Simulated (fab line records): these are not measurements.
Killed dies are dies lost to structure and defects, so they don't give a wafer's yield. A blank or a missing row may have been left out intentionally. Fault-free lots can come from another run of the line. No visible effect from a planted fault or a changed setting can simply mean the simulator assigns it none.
Matching of chambers :: flow n5-finfet :: 4 sister chambers for N5_GATE_CUT_HM_OPEN_40 on rie-diel-02
The step chemistry C4F6/O2, target SiO2, target depth 139 nm, time 85.1 s. 4 wafers are shown with their chamber, then 7 later ones without.

## WAFERS, EACH WITH ITS CHAMBER
wafer: L074.3
chamber: 3
showerhead-plenum-p-Torr (Torr): 2.89

wafer: L088.5
chamber: 1
showerhead-plenum-p-Torr (Torr): 2.74

wafer: L089.1
chamber: 2
showerhead-plenum-p-Torr (Torr): 2.86

wafer: L089.4
chamber: 0
showerhead-plenum-p-Torr (Torr): 2.94

## WAFERS WITH NO CHAMBER GIVEN
wafer: L089.6
showerhead-plenum-p-Torr (Torr): 2.88

wafer: L090.1
showerhead-plenum-p-Torr (Torr): 2.74

wafer: L090.2
showerhead-plenum-p-Torr (Torr): 2.93

wafer: L090.3
showerhead-plenum-p-Torr (Torr): 2.86

wafer: L094.1
showerhead-plenum-p-Torr (Torr): 2.87

wafer: L094.2
showerhead-plenum-p-Torr (Torr): 2.74

wafer: L094.5
showerhead-plenum-p-Torr (Torr): 2.93

## CHAMBER TAKEN BY EACH
wafer: L089.6
from the rows above: can't be placed: 3 or 2
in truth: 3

wafer: L090.1
from the rows above: 1
in truth: 1

wafer: L090.2
from the rows above: 0
in truth: 0

wafer: L090.3
from the rows above: 2
in truth: 2

wafer: L094.1
from the rows above: can't be placed: 2 or 3
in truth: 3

wafer: L094.2
from the rows above: 1
in truth: 1

wafer: L094.5
from the rows above: 0
in truth: 0
Correctly placed: 5 of 7. From these rows, 2 cannot be placed; in 2 the true chamber is one of the candidates. Placed wrongly: 0.
How it was worked out, from the rows above alone: a wafer's distance from a chamber is the root of the sum, over the readings, of the square of ((its reading less the chamber's mean) divided by the reading's scatter). The wafer belongs to the nearest chamber; if the next one is less than 2 further off, it can't be placed. A chamber's mean is the mean of its shown wafers. The scatter (one wafer shown for each chamber): square how far every hidden wafer sits from the nearest shown wafer, average those squares and take the square root.
